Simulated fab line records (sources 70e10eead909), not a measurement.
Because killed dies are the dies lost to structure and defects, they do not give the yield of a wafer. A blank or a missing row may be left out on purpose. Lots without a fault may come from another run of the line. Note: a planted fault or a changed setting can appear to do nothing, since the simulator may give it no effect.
Which tool did it?	flow nand_harc	36 wafers from 12 lots sampled at 6 of the route's 1159 steps

== WHAT THE GAUGES READ, wafer by wafer ==
NHARC_P_M0_THK_MEAS_24: measures by xrf. Usual: thk_nm 117.4 nm, standard deviation 1.4.
lot	measured	on	thk_nm (nm)	flag
L513	day 6 08:12	film_metro-01	118.8 116.1 118.1	
L516	day 6 11:44	film_metro-02	117.6 118.8 116.8	
L515	day 6 13:38	film_metro-02	116.9 119.5 118.6	
L525	day 9 01:05	film_metro-01	117.3 117.1 116.3	
L527	day 9 01:32	film_metro-02	116.3 114.5 118.6	
L524	day 9 02:26	film_metro-01	117.2 119.6 115.4	
L526	day 9 09:41	film_metro-01	117.0 117.6 113.2	
L530	day 10 06:18	film_metro-01	117.6 117.4 118.1	
L531	day 10 08:55	film_metro-02	119.3 117.5 118.4	
L532	day 10 12:04	film_metro-01	118.1 117.4 117.2	
L534	day 10 23:16	film_metro-01	118.0 118.9 118.3	
L535	day 11 07:07	film_metro-01	118.0 117.3 118.2	

NHARC_P_M1_INSPECT_11. Usual: raw_defect_count 4.0, standard deviation 2.4.
lot	measured	on	raw_defect_count	flag
L513	day 6 09:52	defect_inspect-01	5 1 8	
L516	day 6 13:16	defect_inspect-02	4 3 4	
L515	day 6 15:19	defect_inspect-01	5 9 10	
L525	day 9 02:55	defect_inspect-02	44 3 4	OFF
L527	day 9 03:13	defect_inspect-02	3 6 4	
L524	day 9 04:24	defect_inspect-01	4 3 53	OFF
L526	day 9 11:35	defect_inspect-01	6 4 5	
L530	day 10 07:59	defect_inspect-02	3 5 3	
L531	day 10 10:35	defect_inspect-01	3 3 0	
L532	day 10 13:44	defect_inspect-01	3 5 2	
L534	day 11 00:49	defect_inspect-02	1 3 3	
L535	day 11 08:46	defect_inspect-01	2 1 4	

NHARC_END_SORT_01. Usual: defect_limited_yield 95.3 %, standard deviation 1.3; killed_at_array 28, standard deviation 9.1; killed_at_other 0.6, standard deviation 0.87; killed_at_periphery 3.4, standard deviation 2.7; killed_dies 32, standard deviation 9; killed_open 3.2, standard deviation 1.9; killed_short 2.0, standard deviation 1.3; sort_bin_2_pct 1.5 %, standard deviation 0.57; sort_bin_3_pct 0.26 %, standard deviation 0.22; sort_bin_4_pct 2.9 %, standard deviation 0.91; sort_n_pass 645, standard deviation 9; sort_rim_yield_pct 93 %, standard deviation 3.3; sort_yield_pct 95.3 %, standard deviation 1.3.
lot	measured	on	defect_limited_yield (%)	killed_at_array	killed_at_other	killed_at_periphery	killed_dies	killed_open	killed_short	sort_bin_2_pct (%)	sort_bin_3_pct (%)	sort_bin_4_pct (%)	sort_n_pass	sort_rim_yield_pct (%)	sort_yield_pct (%)	flag
L525	day 22 22:19	prober-02	91.0 94.7 96.2	28 33 25	0 0 0	33 3 1	61 36 26	1 4 4	3 3 2	2.8 2.2 1.2	0.30 0 0.30	5.9 3.1 2.4	616 641 651	91 96 93	91.0 94.7 96.2	OFF
L524	day 23 15:31	prober-02	92.8 94.2 89.8	49 36 38	0 0 0	0 3 31	49 39 69	3 7 3	1 1 1	1.8 2.1 2.7	0.44 0.59 0.44	5.0 3.1 7.1	628 638 608	88 90 92	92.8 94.2 89.8	

== TOOL THAT RAN EACH LOT (tool first, then ch and the chambers of the sampled wafers, then the start) ==
lot	NHARC_P_M0_PRE_CLEAN_31	NHARC_P_M1_DEP_00	NHARC_P_M1_PVD_20
L513	pecvd-03 ch 0,1, day 6 08:26	pecvd-02 ch 0,1,2, day 6 08:58	pvd_sputter-01, no start
L516	pecvd-04 ch 0,1,2, day 6 11:58	pecvd-04 ch 0,1,2, day 6 12:25	pvd_sputter-03, no start
L515	pecvd-04 ch 0,1,2, day 6 13:51	pecvd-03 ch 0,1,2, day 6 14:21	pvd_sputter-02, no start
L525	pecvd-04 ch 0,1, day 9 01:19	pecvd-03 ch 0,1, day 9 01:49	pvd_sputter-01, day 22 22:19 or earlier
L527	pecvd-02 ch 0,1,2, day 9 01:47	pecvd-02 ch 0,1, day 9 02:15	pvd_sputter-03, no start
L524	pecvd-03 ch 0,1, day 9 02:43	pecvd-03 ch 0,1, day 9 03:26	pvd_sputter-03, day 23 15:31 or earlier
L526	pecvd-03 ch 0,1, day 9 09:58	pecvd-02 ch 0,2, day 9 10:40	pvd_sputter-01, no start
L530	pecvd-04 ch 0,1,2, day 10 06:31	pecvd-02 ch 0,1, day 10 07:01	pvd_sputter-01, no start
L531	pecvd-03 ch 0,1, day 10 09:08	pecvd-04 ch 0,1, day 10 09:43	pvd_sputter-01, no start
L532	pecvd-04 ch 0,2, day 10 12:19	pecvd-04 ch 0,1,2, day 10 12:46	pvd_sputter-02, no start
L534	pecvd-03 ch 0,1, day 10 23:29	pecvd-04 ch 0,1, day 10 23:58	pvd_sputter-03, no start
L535	pecvd-04 ch 0,1,2, day 11 07:20	pecvd-04 ch 0,1,2, day 11 07:49	pvd_sputter-02, no start
- NHARC_P_M0_PRE_CLEAN_31: time 12 s.
- NHARC_P_M1_DEP_00: deposits SiOC, target thk 182.5 nm.
- NHARC_P_M1_PVD_20: deposits TaN, target thk 5 nm, time 8.06 s.

== AS READ BY THE TOOLS THEMSELVES (means over the sampled wafers that have a number; for cases with no such wafer, the mark the record gives instead) ==
NHARC_P_M0_PRE_CLEAN_31. Usual: heater_power_w 598 W, standard deviation 62.
lot	tool	heater_power_w (W)	flag
L513	pecvd-03	630	
L516	pecvd-04	538	
L515	pecvd-04	593	
L525	pecvd-04	638	
L527	pecvd-02	540	
L524	pecvd-03	587	
L526	pecvd-03	555	
L530	pecvd-04	622	
L531	pecvd-03	557	
L532	pecvd-04	567	
L534	pecvd-03	597	
L535	pecvd-04	606	

NHARC_P_M1_PVD_20. Usual: substrate_temp_c 49.96 C, standard deviation 0.1; throttle_valve_pct 29.7 %, standard deviation 0.98.
lot	tool	substrate_temp_c (C)	throttle_valve_pct (%)	flag
L513	pvd_sputter-01	49.96	29.6	
L516	pvd_sputter-03	50.04	29.8	
L515	pvd_sputter-02	49.94	31.1	
L525	pvd_sputter-01	49.87	29.4	
L527	pvd_sputter-03	49.99	29.7	
L524	pvd_sputter-03	50.08	29.8	
L526	pvd_sputter-01	49.95	29.9	
L530	pvd_sputter-01	49.93	29.3	
L531	pvd_sputter-01	49.96	29.0	
L532	pvd_sputter-02	49.97	30.0	
L534	pvd_sputter-03	49.91	29.8	
L535	pvd_sputter-02	49.88	30.8	

== THE ANSWER, worked out from the rows above alone ==
Rule: lot off if the mean of its wafers having a number is beyond 3 standard deviations from the usual mean. Also off: a lot with no number at a reading for which 4 or more lots have one. The other lots that the step has rows for count as sound. Order of review: gauges by route order, followed by the tools' own readings, for which a lot's mean as printed above is used. At the first step where some lot is off, the reading lying furthest off is the one used; lots without a number count as furthest.
Off: L525, L524 (NHARC_P_M1_INSPECT_11, raw_defect_count).
If a tool, at a process step before that reading, ran all the lots that are off and no sound lot after the first of them, it fits. Gauges at NHARC_P_M1_INSPECT_11: tried the same way as those tools. One candidate fits, namely pecvd-03 at NHARC_P_M1_DEP_00. A fault onset in the window from L515 (day 6 14:21, its last sound lot) to L525 (day 9 01:49, its first lot off) fits.

== WHAT THE SIMULATOR HAD INSERTED ==
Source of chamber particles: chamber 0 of pecvd-03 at NHARC_P_M1_DEP_00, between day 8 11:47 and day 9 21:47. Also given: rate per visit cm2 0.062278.
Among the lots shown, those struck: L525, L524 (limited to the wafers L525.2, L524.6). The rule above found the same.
